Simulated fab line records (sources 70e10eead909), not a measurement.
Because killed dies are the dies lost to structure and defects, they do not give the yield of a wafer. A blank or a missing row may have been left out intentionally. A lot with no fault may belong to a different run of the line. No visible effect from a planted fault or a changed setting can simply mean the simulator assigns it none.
Struck lot and sound lot, side by side / flow nand_harc / 14 out of 1159 route steps
Sound: the wafers L704.3, L704.4, L704.6. Struck: wafer L719.2. (L719.5, L719.6 of the same lot were not struck and are left out.) The cause comes at the end.
Per side, at each step with rows, come the tool, then ch with its chambers, and then its first start. Under that, the readings that differ: sound wafers / struck wafers / difference of the means / sigmas: that difference in standard deviations of wafers without a fault.
alike: readings with means less than 2 such deviations apart, plus words and numbers identical on both sides. not compared: withheld readings, readings lacking a value on some wafer, bounds such as >300 that could conceal the same value, and numbers that have no deviation in the record and whose values overlap.
A row with sigmas, a row that says differs or no value, or rows on one side alone: a step with any of these is where the two part. Numbers that have no deviation but don't overlap get no sigmas and don't part them. A reading missing from all wafers of one side parts the sides only when that side holds two or more wafers.

NHARC_A_ZERO_WELL_INSPECT_17:
  sound on defect_inspect-01, day 8 05:23; struck on defect_inspect-01, day 12 00:46
  alike: raw_defect_count
then, 3 steps without rows for these wafers: NHARC_A_SOURCE_PLATE_PRECLEAN_00 (cleans in HF-LAST, time 60 s); NHARC_A_SOURCE_PLATE_SRD_01; NHARC_A_SOURCE_PLATE_OXIDE_02 (material SiO2, target thk 10 nm, ox time 1362 s).
NHARC_A_SOURCE_PLATE_THK_MEAS_09: measures by ellipsometry.
  sound on film_metro-02, day 8 13:19; struck on film_metro-01, day 12 07:38
  alike: thk_nm
then, 3 steps without rows for these wafers: NHARC_A_SOURCE_PLATE_PVD_04 (deposits WSi2, target thk 50 nm); NHARC_A_SOURCE_PLATE_CVD_03 (deposits poly-Si, target thk 200 nm, time 4000 s); NHARC_A_SOURCE_PLATE_ANNEAL_05 (time 1800 s).
NHARC_A_SOURCE_PLATE_THK_MEAS_06: measures by ellipsometry.
  sound on film_metro-01, day 9 04:22; struck on film_metro-01, day 12 20:26
  alike: thk_nm
NHARC_A_SOURCE_PLATE_INSPECT_08:
  sound on defect_inspect-01, day 9 04:26; struck on defect_inspect-02, day 12 20:29
  alike: raw_defect_count
NHARC_A_ONON_D1_DEP_00: target thk 1000 nm.
  sound on pecvd_onon-02 ch 0, day 9 04:37; struck on pecvd_onon-02 ch 0, day 12 20:38
  alike: susceptor_temp_C
NHARC_A_ONON_D1_THK_MEAS_02: measures by ellipsometry.
  sound on film_metro-01, day 9 05:01; struck on film_metro-01, day 12 21:05
reading=thk_nm (nm); sound=989 985 989; struck=753; difference=-235; sigmas=-24
next comes 1 step that has no rows for these wafers: NHARC_A_ONON_D1_DEP_03 (target thickness 1000 nm).
-- record jumps: 12 days between struck wafers' starts before vs after; left off in module A_ONON_D1, resumes in module END, first step shown is number 1159 of the route --
NHARC_END_SORT_01:
  the record has rows for the struck wafers here (prober-02 ch 0, day 25 08:18) and none for the sound ones

WHERE THEY PART
Last at NHARC_END_SORT_01 as far as this record goes, first at NHARC_A_ONON_D1_THK_MEAS_02.

WHY: whatever the simulator had introduced
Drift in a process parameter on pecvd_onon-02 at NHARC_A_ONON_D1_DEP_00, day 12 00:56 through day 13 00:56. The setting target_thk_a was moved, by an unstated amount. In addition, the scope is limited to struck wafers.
